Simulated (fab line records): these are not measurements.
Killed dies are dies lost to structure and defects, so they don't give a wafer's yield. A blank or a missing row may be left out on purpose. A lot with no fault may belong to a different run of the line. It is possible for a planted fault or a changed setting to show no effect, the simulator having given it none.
fab line records + flow n5_finfet
[record]
- lots = 10
- wafers = 29
- last_day = 17
route steps=1938 shown BEOL_M2@887 BEOL_M4@1111
lots with no fault: from the same line, run without faults
start_h: start of the lot's first displayed wafer, in hours after the record's first day + wait_h: hours elapsed since this lot's preceding step + " unchanged from the row above + L1.1+2: several wafers, shown together as one row + - value missing, or start not given + * or withheld: withheld + < > ~ a bound
route shown NAME@n: NAME is a module with steps in the file, n the number in the route of the first one + usual: mean and standard deviation over wafers with no fault + same: alike in all rows + chamber/n: place in a boat + sites: readings site by site + _std_site: the standard deviation of these + _edge_site: the outer-site mean with the inner-site mean subtracted + radius_mm: how far each site lies from the wafer's centre + mask NAME#n: copy n + behind: the last tool/chamber to shape the wafer + hold: why the lot was held/for how many hours/how that ended + device: the transistor (n, p or np) that didn't switch + end of line: at the end of the route, the tests of the same wafers + for a step that has no rows: nothing shown but its recipe + killed: count of dies lost to structure and defects at first sort (not the wafer's yield) + map: a wafer's dies, marking killed ones x, the rest . and places with no die _
set.NAME: the setting as run; set.NAME@STEP: as run at that earlier step + model.NAME: the simulator's own value behind a step, which no gauge read
a sample of lots followed through the steps of the route, with each step as a table and each wafer as a row
services: when a tool's chamber went out of use (start_h, in hours from the record's first day, below 0 if earlier), for how many hours, and the reason
[[steps]]
[step N5_BEOL_M2_VIA_ETCH_34]
[recipe]
- chemistry = C4F6/O2
- target_depth_a = 694
- mask_material = SOC
- pressure_mtorr = 15
- ion_energy_ev = 250
- taper_deg = 4
- time_s = 65.9
- source_w = 350
- bias_w = 170
- Ar_flow_sccm = 300
- C4F6_flow_sccm = 10
- O2_flow_sccm = 10
[usual]
- drypump_motor_current_A = 5.7/0.6
- oes_product_au = 0.81/0.084
- rf_vpp_V = 660/12
- showerhead_plenum_p_Torr = 2.79/0.089
- throttle_valve_pct = 30.85/0.28
| lot.wafer | tool        | chamber | start_h | wait_h | drypump_motor_current_A | oes_product_au | rf_hours_counter_h | rf_vpp_V | showerhead_plenum_p_Torr | throttle_valve_pct |
|-----------|-------------|---------|---------|--------|-------------------------|----------------|--------------------|----------|--------------------------|--------------------|
| L117.2    | rie_diel-06 | 2       | 137.72  | 0.0    | 5.4                     | 0.72           | 206                | 652      | 2.71                     | 31.04              |
| L117.3    | "           | 0       | "       | "      | 5.1                     | 0.85           | 45                 | 672      | 2.80                     | 31.11              |
| L117.4    | "           | 2       | "       | "      | 5.4                     | 0.72           | -                  | 650      | 2.71                     | 31.05              |
| L118.3    | rie_diel-04 | 3       | 143.78  | 0.0    | 5.7                     | 0.87           | 52                 | 657      | 2.79                     | 31.06              |
| L118.5    | "           | 3       | "       | "      | 5.6                     | 0.88           | -                  | 656      | 2.79                     | 31.05              |
| L119.1    | rie_diel-06 | 2       | 153.57  | 0.0    | 5.4                     | 0.71           | 214                | 652      | 2.71                     | 31.05              |
| L119.2    | "           | 3       | "       | "      | 6.7                     | 1.01           | 1                  | 656      | 2.78                     | 30.64              |
| L119.5    | "           | 3       | "       | "      | 6.7                     | 0.99           | -                  | 659      | 2.78                     | 30.64              |
| L120.1    | rie_diel-04 | 2       | 158.77  | 0.0    | 5.8                     | 0.71           | 220                | 649      | 2.82                     | 31.05              |
| L120.2    | "           | 3       | "       | "      | 5.7                     | 0.87           | 58                 | 657      | 2.79                     | 31.05              |
| L120.3    | "           | 0       | "       | "      | 5.5                     | 0.76           | 133                | 660      | 2.73                     | 30.76              |
| L123.2    | rie_diel-03 | 2       | 174.90  | 0.0    | 4.8                     | 0.90           | 30                 | 680      | 2.76                     | 30.11              |
| L123.4    | "           | 3       | "       | "      | 6.5                     | 0.93           | 19                 | 686      | 3.04                     | 30.61              |
| L123.5    | "           | 1       | "       | "      | 6.6                     | 0.68           | -                  | 642      | 2.71                     | 31.12              |
| L122.1    | rie_diel-04 | 0       | 175.07  | 0.0    | 5.5                     | 0.74           | 139                | 660      | 2.72                     | 30.77              |
| L122.4    | "           | 1       | "       | "      | 6.1                     | 0.87           | 50                 | 652      | 2.76                     | 30.43              |
| L122.6    | "           | 2       | "       | "      | 5.8                     | 0.69           | -                  | 650      | 2.82                     | 31.06              |
| L126.2    | rie_diel-04 | 1       | 191.21  | 0.0    | 6.1                     | 0.85           | 54                 | 652      | 2.76                     | 30.45              |
| L126.5    | "           | 0       | "       | "      | 5.5                     | 0.74           | -                  | 660      | 2.72                     | 30.76              |
| L126.6    | "           | 1       | "       | "      | 6.1                     | 0.86           | -                  | 651      | 2.76                     | 30.44              |
| L133.1    | rie_diel-04 | 2       | 235.33  | 0.0    | 5.9                     | 0.68           | 248                | 649      | 2.81                     | 31.10              |
| L133.2    | "           | 3       | "       | "      | 5.7                     | 0.84           | 85                 | 657      | 2.78                     | 31.08              |
| L133.3    | "           | 1       | "       | "      | 6.2                     | 0.84           | 70                 | 650      | 2.75                     | 30.45              |
| L135.1    | rie_diel-06 | 3       | 260.19  | 0.0    | 6.7                     | 0.89           | 37                 | 656      | 2.77                     | 30.67              |
| L135.4    | "           | 1       | "       | "      | 4.9                     | 0.80           | 119                | 672      | 2.74                     | 30.84              |
| L135.6    | "           | 0       | "       | "      | 5.2                     | 0.81           | -                  | 671      | 2.78                     | 31.13              |
| L138.2    | rie_diel-04 | 3       | 271.70  | 0.0    | 5.7                     | 0.82           | 101                | 656      | 2.77                     | 31.09              |
| L138.3    | "           | 2       | "       | "      | 5.8                     | 0.97           | 1                  | 648      | 2.81                     | 30.74              |
| L138.5    | "           | 3       | "       | "      | 5.7                     | 0.81           | -                  | 658      | 2.77                     | 31.09              |
[step N5_BEOL_M2_PRE_CLEAN_45]
[recipe]
- gas = H2/He
- time_s = 30
- temp_c = 250
[usual]
- heater_power_w = 329/40
| lot.wafer | tool           | chamber | start_h | wait_h | heater_power_w |
|-----------|----------------|---------|---------|--------|----------------|
| L117.2    | pvd_sputter-01 | -       | 138.26  | 0.0    | 319            |
| L117.3    | "              | -       | "       | "      | 393            |
| L117.4    | "              | -       | "       | "      | 287            |
| L118.3    | pvd_sputter-01 | -       | 144.75  | 0.0    | 315            |
| L118.5    | "              | -       | "       | "      | 393            |
| L119.1    | pvd_sputter-01 | -       | 154.29  | 0.0    | 332            |
| L119.2    | "              | -       | "       | "      | 319            |
| L119.5    | "              | -       | "       | "      | 315            |
| L120.1    | pvd_sputter-01 | -       | 159.48  | 0.0    | 330            |
| L120.2    | "              | -       | "       | "      | 325            |
| L120.3    | "              | -       | "       | "      | 287            |
| L123.2    | pvd_sputter-02 | -       | 175.93  | 0.0    | 320            |
| L123.4    | "              | -       | "       | "      | 388            |
| L123.5    | "              | -       | "       | "      | 324            |
| L122.1    | pvd_sputter-03 | -       | 176.06  | 0.0    | 320            |
| L122.4    | "              | -       | "       | "      | 361            |
| L122.6    | "              | -       | "       | "      | 394            |
| L126.2    | pvd_sputter-02 | -       | 191.96  | 0.0    | 322            |
| L126.5    | "              | -       | "       | "      | 321            |
| L126.6    | "              | -       | "       | "      | 391            |
| L133.1    | pvd_sputter-01 | -       | 236.69  | 0.0    | 389            |
| L133.2    | "              | -       | "       | "      | 321            |
| L133.3    | "              | -       | "       | "      | 286            |
| L135.1    | pvd_sputter-01 | -       | 261.07  | 0.0    | 318            |
| L135.4    | "              | -       | "       | "      | 392            |
| L135.6    | "              | -       | "       | "      | 393            |
| L138.2    | pvd_sputter-03 | -       | 272.46  | 0.0    | 326            |
| L138.3    | "              | -       | "       | "      | 392            |
| L138.5    | "              | -       | "       | "      | 320            |
[step N5_BEOL_M2_CVD_47]
[recipe]
- material = Co
- target_thk_a = 30
- temp_c = withheld
- precursor = CCTBA/H2
- pressure_torr = 30
- time_s = 223.8
[usual]
- run_length_s = 246.8/0.42
| lot.wafer | tool      | chamber | start_h | wait_h | run_length_s |
|-----------|-----------|---------|---------|--------|--------------|
| L117.2    | cvd_co-01 | 1       | 138.95  | 0.3    | 246.8        |
| L117.3    | "         | 0       | "       | "      | 246.7        |
| L117.4    | "         | 2       | "       | "      | 247.0        |
| L118.3    | cvd_co-01 | 1       | 145.68  | 0.3    | 247.2        |
| L118.5    | "         | 2       | "       | "      | 247.1        |
| L119.1    | cvd_co-02 | 1       | 155.05  | 0.2    | 246.5        |
| L119.2    | "         | 2       | "       | "      | 246.6        |
| L119.5    | "         | 0       | "       | "      | 247.2        |
| L120.1    | cvd_co-01 | 2       | 159.84  | 0.0    | 247.2        |
| L120.2    | "         | 0       | "       | "      | 246.7        |
| L120.3    | "         | 2       | "       | "      | 247.2        |
| L122.1    | cvd_co-01 | 2       | 176.59  | 0.1    | 246.9        |
| L122.4    | "         | 0       | "       | "      | 246.6        |
| L122.6    | "         | 2       | "       | "      | 247.0        |
| L123.2    | cvd_co-01 | 2       | 176.73  | 0.4    | 247.0        |
| L123.4    | "         | 2       | "       | "      | 246.9        |
| L123.5    | "         | 1       | "       | "      | 246.7        |
| L126.2    | cvd_co-02 | 1       | 192.58  | 0.1    | 247.1        |
| L126.5    | "         | 1       | "       | "      | 247.4        |
| L126.6    | "         | 0       | "       | "      | 246.8        |
| L133.1    | cvd_co-01 | 0       | 237.18  | 0.1    | 363.9        |
| L133.2    | "         | 2       | "       | "      | 365.3        |
| L133.3    | "         | 1       | "       | "      | 364.1        |
| L135.1    | cvd_co-01 | 1       | 261.49  | 0.0    | 364.7        |
| L135.4    | "         | 2       | "       | "      | 364.8        |
| L135.6    | "         | 1       | "       | "      | 364.2        |
| L138.2    | cvd_co-02 | 0       | 272.82  | 0.0    | 246.6        |
| L138.3    | "         | 1       | "       | "      | 246.8        |
| L138.5    | "         | 0       | "       | "      | 247.1        |
[step N5_BEOL_M2_SPUTTER_81]
[recipe]
- material = Cu
- target_thk_a = 45
- temp_c = -20
- chamber_pressure_pa = 0.07
- power_w = withheld
- time_s = 8.29
[usual]
- substrate_temp_c = -20.01/0.11
- throttle_valve_pct = 30.2/0.65
| lot.wafer | tool           | chamber | start_h | wait_h | substrate_temp_c | throttle_valve_pct |
|-----------|----------------|---------|---------|--------|------------------|--------------------|
| L117.2    | pvd_sputter-01 | -       | 139.64  | 0.1    | -19.90           | 30.4               |
| L117.3    | "              | -       | "       | "      | -20.12           | 30.4               |
| L117.4    | "              | -       | "       | "      | -20.02           | 29.4               |
| L118.3    | pvd_sputter-03 | -       | 146.38  | 0.1    | -19.97           | 29.5               |
| L118.5    | "              | -       | "       | "      | -20.06           | 30.2               |
| L119.1    | pvd_sputter-01 | -       | 155.68  | 0.1    | -20.05           | 29.4               |
| L119.2    | "              | -       | "       | "      | -19.91           | 29.6               |
| L119.5    | "              | -       | "       | "      | -20.13           | 29.7               |
| L120.1    | pvd_sputter-01 | -       | 160.52  | 0.1    | -19.96           | 29.7               |
| L120.2    | "              | -       | "       | "      | -20.10           | 30.1               |
| L120.3    | "              | -       | "       | "      | -19.83           | 29.8               |
| L122.1    | pvd_sputter-01 | -       | 177.27  | 0.1    | -20.13           | 30.1               |
| L122.4    | "              | -       | "       | "      | -20.00           | 30.4               |
| L122.6    | "              | -       | "       | "      | -19.93           | 30.3               |
| L123.2    | pvd_sputter-03 | -       | 177.34  | 0.1    | -20.24           | 29.6               |
| L123.4    | "              | -       | "       | "      | -20.05           | 31.8               |
| L123.5    | "              | -       | "       | "      | -20.34           | 29.4               |
| L126.2    | pvd_sputter-03 | -       | 193.22  | 0.1    | -19.84           | 29.5               |
| L126.5    | "              | -       | "       | "      | -19.93           | 29.4               |
| L126.6    | "              | -       | "       | "      | -19.99           | 29.7               |
| L133.1    | pvd_sputter-03 | -       | 237.82  | 0.1    | -19.78           | 31.6               |
| L133.2    | "              | -       | "       | "      | -19.98           | 30.1               |
| L133.3    | "              | -       | "       | "      | -20.07           | 29.4               |
| L135.1    | pvd_sputter-02 | -       | 262.24  | 0.1    | -20.01           | 30.3               |
| L135.4    | "              | -       | "       | "      | -19.88           | 30.3               |
| L135.6    | "              | -       | "       | "      | -19.95           | 30.3               |
| L138.2    | pvd_sputter-01 | -       | 273.43  | 0.1    | -20.12           | 29.9               |
| L138.3    | "              | -       | "       | "      | -19.97           | 30.2               |
| L138.5    | "              | -       | "       | "      | -20.06           | 30.4               |
[step N5_BEOL_M4_RC_MEAS_101]
[usual]
- DIBL_N = 36.0/1.6
- DIBL_P = 36.1/2
- IOFF_N = 0.160/0.029
- IOFF_P = 0.21/0.039
- ION_N = 675/13
- ION_P = 464/8.8
- SS_N = 71.5/0.58
- SS_P = 73.3/0.65
- VT_N = 250/3.3
- VT_P = -249/3.6
| lot.wafer | tool      | chamber | start_h | wait_h | DIBL_N[mV/V] | DIBL_P[mV/V] | IOFF_N[nA/um] | IOFF_P[nA/um] | ION_N[uA/um] | ION_P[uA/um] | SS_N[mV/dec] | SS_P[mV/dec] | VT_N[mV] | VT_P[mV] |
|-----------|-----------|---------|---------|--------|--------------|--------------|---------------|---------------|--------------|--------------|--------------|--------------|----------|----------|
| L117.2    | prober-02 | 0       | 164.07  | 0.2    | 37.4         | 36.9         | 0.164         | 0.21          | 676          | 456          | 72.0         | 73.4         | 247      | -252     |
| L117.3    | "         | 0       | "       | "      | 35.6         | 34.9         | 0.128         | 0.19          | 659          | 454          | 71.5         | 73.0         | 251      | -253     |
| L117.4    | "         | 0       | "       | "      | 36.4         | 33.6         | 0.141         | 0.17          | 662          | 449          | 71.6         | 72.7         | 254      | -255     |
| L118.3    | prober-01 | 0       | 169.61  | 0.3    | 37.5         | 36.4         | 0.174         | 0.24          | 666          | 460          | 71.8         | 74.0         | 251      | -248     |
| L118.5    | "         | 0       | "       | "      | 36.0         | 34.5         | 0.149         | 0.21          | 667          | 460          | 71.1         | 72.7         | 251      | -250     |
| L119.1    | prober-01 | 0       | 175.16  | 0.0    | 34.1         | 34.5         | 0.128         | 0.17          | 666          | 456          | 72.0         | 72.5         | 252      | -252     |
| L119.2    | "         | 0       | "       | "      | 36.9         | 37.5         | 0.173         | 0.22          | 693          | 473          | 71.0         | 73.4         | 248      | -248     |
| L119.5    | "         | 0       | "       | "      | 33.7         | 33.5         | 0.118         | 0.15          | 665          | 452          | 71.2         | 72.2         | 255      | -255     |
| L120.1    | prober-02 | 0       | 186.81  | 0.0    | 34.2         | 34.1         | 0.121         | 0.15          | 653          | 451          | 71.7         | 72.7         | 254      | -259     |
| L120.2    | "         | 0       | "       | "      | 36.3         | 36.7         | 0.150         | 0.18          | 673          | 456          | 72.6         | 74.0         | 252      | -255     |
| L120.3    | "         | 0       | "       | "      | 33.9         | 33.6         | 0.110         | 0.14          | 649          | 448          | 71.4         | 72.3         | 255      | -259     |
| L123.2    | prober-01 | 0       | 204.50  | 0.2    | 36.7         | 38.2         | 0.177         | 0.22          | 677          | 454          | 70.9         | 74.5         | 250      | -250     |
| L123.4    | "         | 0       | "       | "      | 35.7         | 37.7         | 0.172         | 0.22          | 671          | 461          | 71.7         | 73.8         | 249      | -252     |
| L123.5    | "         | 0       | "       | "      | 34.9         | 35.4         | 0.150         | 0.18          | 657          | 447          | 71.5         | 73.5         | 252      | -254     |
| L122.1    | prober-02 | 0       | 204.65  | 0.0    | 38.0         | 36.8         | 0.166         | 0.23          | 681          | 471          | 71.6         | 73.6         | 250      | -248     |
| L122.4    | "         | 0       | "       | "      | 36.7         | 35.3         | 0.154         | 0.22          | 677          | 465          | 70.8         | 73.0         | 250      | -249     |
| L122.6    | "         | 0       | "       | "      | 37.5         | 37.1         | 0.152         | 0.23          | 670          | 465          | 72.2         | 73.3         | 252      | -247     |
| L126.2    | prober-02 | 0       | 220.17  | 0.2    | 35.8         | 35.5         | 0.150         | 0.20          | 677          | 467          | 71.9         | 73.4         | 249      | -253     |
| L126.5    | "         | 0       | "       | "      | 37.9         | 37.8         | 0.186         | 0.24          | 688          | 472          | 72.2         | 73.6         | 245      | -248     |
| L126.6    | "         | 0       | "       | "      | 38.2         | 37.7         | 0.192         | 0.24          | 688          | 466          | 71.8         | 73.8         | 245      | -248     |
| L133.1    | prober-02 | 0       | 267.89  | 0.0    | 34.5         | 34.8         | 0.138         | 0.19          | 657          | 455          | 71.2         | 72.6         | 252      | -250     |
| L133.2    | "         | 0       | "       | "      | 35.9         | 37.2         | 0.166         | 0.25          | 673          | 467          | 71.7         | 73.0         | 249      | -246     |
| L133.3    | "         | 0       | "       | "      | 35.9         | 36.8         | 0.171         | 0.23          | 682          | 470          | 71.7         | 73.5         | 246      | -249     |
| L135.1    | prober-02 | 0       | 286.33  | 0.0    | 37.0         | 37.9         | 0.177         | 0.24          | 694          | 478          | 72.3         | 73.2         | 245      | -245     |
| L135.4    | "         | 0       | "       | "      | 38.7         | 39.9         | 0.218         | 0.30          | 711          | 482          | 72.2         | 74.3         | 244      | -244     |
| L135.6    | "         | 0       | "       | "      | 38.2         | 40.1         | 0.195         | 0.29          | 689          | 480          | 72.1         | 73.8         | 244      | -244     |
| L138.2    | prober-02 | 0       | 294.61  | 0.2    | 31.8         | 33.0         | 0.115         | 0.18          | 667          | 461          | 70.8         | 72.4         | 256      | -250     |
| L138.3    | "         | 0       | "       | "      | 32.8         | 34.9         | 0.123         | 0.21          | 663          | 468          | 71.1         | 73.2         | 254      | -246     |
| L138.5    | "         | 0       | "       | "      | 35.6         | 37.3         | 0.171         | 0.24          | 681          | 471          | 71.3         | 73.8         | 249      | -247     |
[[services]]
| tool           | chamber | start_h | hours | kind                          |
|----------------|---------|---------|-------|-------------------------------|
| cvd_co-02      | 1       | 114.67  | -     | clean                         |
| cvd_co-02      | 1       | 114.67  | 22.0  | scheduled_down                |
| cvd_co-02      | 1       | 114.67  | 22.0  | vent_cycle                    |
| rie_diel-04    | 1       | 120.81  | 9.9   | repair                        |
| rie_diel-06    | 3       | 135.20  | -     | clean                         |
| rie_diel-06    | 3       | 135.20  | -     | consumable_replace:focus_ring |
| rie_diel-06    | 3       | 135.20  | 16.4  | scheduled_down                |
| rie_diel-06    | 3       | 135.20  | 16.4  | vent_cycle                    |
| rie_diel-04    | 0       | 148.13  | 8.1   | repair                        |
| pvd_sputter-03 | -       | 149.66  | 0.9   | repair                        |
| cvd_co-01      | 1       | 151.35  | 13.2  | repair                        |
| cvd_co-02      | 1       | 181.35  | 6.2   | repair                        |
| cvd_co-02      | -       | 186.63  | 0.6   | repair                        |
| cvd_co-01      | 1       | 207.09  | 17.2  | repair                        |
| rie_diel-04    | 2       | 239.29  | -     | clean                         |
| rie_diel-04    | 2       | 239.29  | -     | consumable_replace:focus_ring |
| rie_diel-04    | 2       | 239.29  | 25.0  | scheduled_down                |
| rie_diel-04    | 2       | 239.29  | 25.0  | vent_cycle                    |
| rie_diel-03    | 1       | 241.09  | -     | clean                         |
| rie_diel-06    | 2       | 243.08  | 8.3   | repair                        |
| pvd_sputter-01 | -       | 265.37  | 5.6   | repair                        |
| rie_diel-06    | 2       | 268.31  | -     | clean                         |
| rie_diel-06    | 2       | 268.31  | -     | consumable_replace:focus_ring |
| rie_diel-06    | 2       | 268.31  | -     | consumable_replace:showerhead |
[[key]]
[first_sign]
- step = N5_BEOL_M2_CVD_47
- reading = run_length_s
- direction = up
- sigmas = 99+
- usual = *
- struck = *
effect none on later readings
met_at N5_BEOL_M2_CVD_47
struck_lots L133,L135
not_acting_at N5_BEOL_M2_VIA_ETCH_34,N5_BEOL_M2_PRE_CLEAN_45,N5_BEOL_M2_SPUTTER_81
onset_between 176.73 237.18
[fault]
- kind = process_parameter_drift
- tool = cvd_co-01
- chamber = -
- onset_h = 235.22
- steps = N5_BEOL_M2_CVD_47
- channel = time_s
- offset = *
- shape = step
- end_h = 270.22
- acts_in = *
- stated = *
